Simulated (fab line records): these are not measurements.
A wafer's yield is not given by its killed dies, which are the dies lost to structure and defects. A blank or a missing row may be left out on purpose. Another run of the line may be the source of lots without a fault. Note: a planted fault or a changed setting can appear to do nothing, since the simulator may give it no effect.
Split-lot experiment | flow n5 finfet | route with 1938 steps; 7 lots, 21 wafers read

== ON THE SPLIT ==
At N5_DUMMY_GATE_EXPOSE_12 (exposes mask GATE, target cd 25 nm), the setting dose mj was moved away from the recipe's 34 on 5 of the 21 wafers read, by -7.0% to +6.0%. The other wafers ran this setting at the recipe's value.

== FROM THE SPLIT TO THE READING: what the file shows between them, 2 steps ==
- N5_DUMMY_GATE_PEB_13: peb time 60 s
- N5_DUMMY_GATE_DEVELOP_14: develop time 30 s

== THE READING ==
cd nm, in nm, at N5_DUMMY_GATE_CD_MEAS_15 (target cd 25.8 nm). On this fab line, fault-free wafers typically give 25.09 nm with a standard deviation of 0.22 nm.

wafer  | tool, chamber at the split | dose mj as run | against the recipe | cd nm, nm | against lot-mates on the recipe
L074.2 | euv scanner-01, 0          | 35.59          | +4.7%              | 24.40     | -0.53
L074.3 | euv scanner-01, 0          | 35.59          | +4.7%              | 24.65     | -0.28
L074.5 | euv scanner-01, 0          | 34             | recipe             | 24.93     | -
L076.1 | euv scanner-02, 0          | 34             | recipe             | 25.05     | -
L076.4 | euv scanner-02, 0          | 31.63          | -7.0%              | 26.64     | +1.63
L076.6 | euv scanner-02, 0          | 34             | recipe             | 24.96     | -
L077.1 | euv scanner-01, 0          | 34             | recipe             | 25.36     | -
L077.3 | euv scanner-01, 0          | 34             | recipe             | 25.21     | -
L077.5 | euv scanner-01, 0          | 34             | recipe             | 24.55     | -
L082.2 | euv scanner-02, 0          | 36.05          | +6.0%              | 23.75     | -1.25
L082.3 | euv scanner-02, 0          | 36.05          | +6.0%              | 23.67     | -1.33
L082.6 | euv scanner-02, 0          | 34             | recipe             | 25.00     | -
L086.1 | euv scanner-02, 0          | 34             | recipe             | 25.11     | -
L086.2 | euv scanner-02, 0          | 34             | recipe             | 25.07     | -
L086.5 | euv scanner-02, 0          | 34             | recipe             | 24.95     | -
L091.1 | euv scanner-02, 0          | 34             | recipe             | 25.31     | -
L091.2 | euv scanner-02, 0          | 34             | recipe             | 25.72     | -
L091.6 | euv scanner-02, 0          | 34             | recipe             | 25.32     | -
L097.1 | euv scanner-02, 0          | 34             | recipe             | 24.85     | -
L097.4 | euv scanner-02, 0          | 34             | recipe             | 24.79     | -
L097.5 | euv scanner-02, 0          | 34             | recipe             | 24.93     | -

FIT RESULTS
A straight line over all 21 wafers: cd nm changes by -0.199 nm for each +1% of dose mj; r = -0.90; the points scatter about the line by 0.28 nm.
The same after taking each lot's own level away (the mean of its wafers on the recipe; 21 wafers): -0.19 nm for each +1%; r = -0.91; scatter 0.24 nm.
The reading moves by 1.3 nm for the largest change in dose mj, on that fit.
Across the lots, their own levels run from 24.857 to 25.450 nm, a range of 2.7 times the standard deviation given above.
Consequently the slope shifts little with the lot-to-lot level, the two slopes agreeing.
Check: +1.18 nm against its lot-mates is what the line predicts for one of the wafers moved furthest among these (-7.0%) when that wafer is left out of the fit. Against them it came out at +1.63 nm.

== ADDITIONAL SPLITS CARRIED BY THESE WAFERS ==
Before the reading, these wafers also passed through other splits. Each is held against what the fit with the lots' levels taken away leaves over:
other split on the same wafers | wafers away from the commonest value | r with cd nm (lot level and that fit taken away)
N5_FIN_CUT_EXPOSE_05 dose mj   | 8                                    | +0.14
N5_DUMMY_GATE_COAT_35 spin rpm | 4                                    | -0.24

== FILE'S OWN FIT ==
cd nm changes by -0.197 nm for each +1% of dose mj, r = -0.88.
